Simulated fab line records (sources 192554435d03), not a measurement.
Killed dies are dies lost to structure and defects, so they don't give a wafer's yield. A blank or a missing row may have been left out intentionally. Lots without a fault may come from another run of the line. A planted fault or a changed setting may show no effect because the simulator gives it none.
Chamber matching -- flow n5 finfet -- N5_HKMG_FIN_STRIP_57 on rie diel-04: 4 sister chambers
The step strips in CF4. 16 wafers are shown with their chamber, then 7 later ones without.

WAFERS, EACH WITH ITS CHAMBER
wafer,chamber,drypump motor current A (A),showerhead plenum p Torr (Torr),throttle valve pct (%)
L077.2,1,5.4,1.82,13.46
L077.5,3,5.7,1.81,13.90
L077.6,0,6.2,1.75,13.50
L082.1,2,6.4,1.72,13.55
L082.2,0,6.2,1.75,13.54
L082.4,1,5.4,1.82,13.48
L083.4,3,5.7,1.80,13.92
L083.5,2,6.4,1.72,13.57
L083.6,1,5.4,1.82,13.45
L084.3,0,6.1,1.75,13.54
L084.4,1,5.4,1.82,13.49
L084.5,3,5.7,1.80,13.92
L088.1,0,6.1,1.74,13.55
L088.4,1,5.4,1.81,13.53
L092.2,2,6.4,1.71,13.59
L092.4,3,5.6,1.80,13.96

SIGNATURES (means of the wafers above)
reading,chamber 0,chamber 1,chamber 2,chamber 3,scatter within a chamber
drypump motor current A,6.150,5.400,6.400,5.675,0.0382
showerhead plenum p Torr,1.7475,1.8180,1.7167,1.8025,0.00497
throttle valve pct,13.5325,13.4820,13.5700,13.9250,0.0259
Rule: a wafer's distance from a chamber is the root of the sum, over the readings, of the square of ((its reading less the chamber's mean) divided by the reading's scatter). The wafer belongs to the nearest chamber; if the next one is less than 2 further off, it can't be placed. How the scatter is found: for the shown wafers, subtract from each reading the mean of its chamber, square and add these, divide the total by (wafers less chambers), then take the root.

WAFERS MISSING THEIR CHAMBER
wafer,drypump motor current A (A),showerhead plenum p Torr (Torr),throttle valve pct (%)
L092.6,6.4,1.71,13.61
L095.1,6.4,1.71,13.62
L095.2,6.1,1.74,13.58
L095.4,5.4,1.81,13.51
L097.2,6.4,1.71,13.63
L097.3,5.6,1.79,13.98
L097.6,6.4,1.71,13.64

WHICH CHAMBER EACH ONE RAN IN
wafer,from the rows above,in truth
L092.6,2,2
L095.1,2,2
L095.2,0,0
L095.4,1,1
L097.2,2,2
L097.3,3,3
L097.6,2,2
Correctly placed: 7 of 7. Left unplaced by these rows: 0. Wrongly placed: 0.
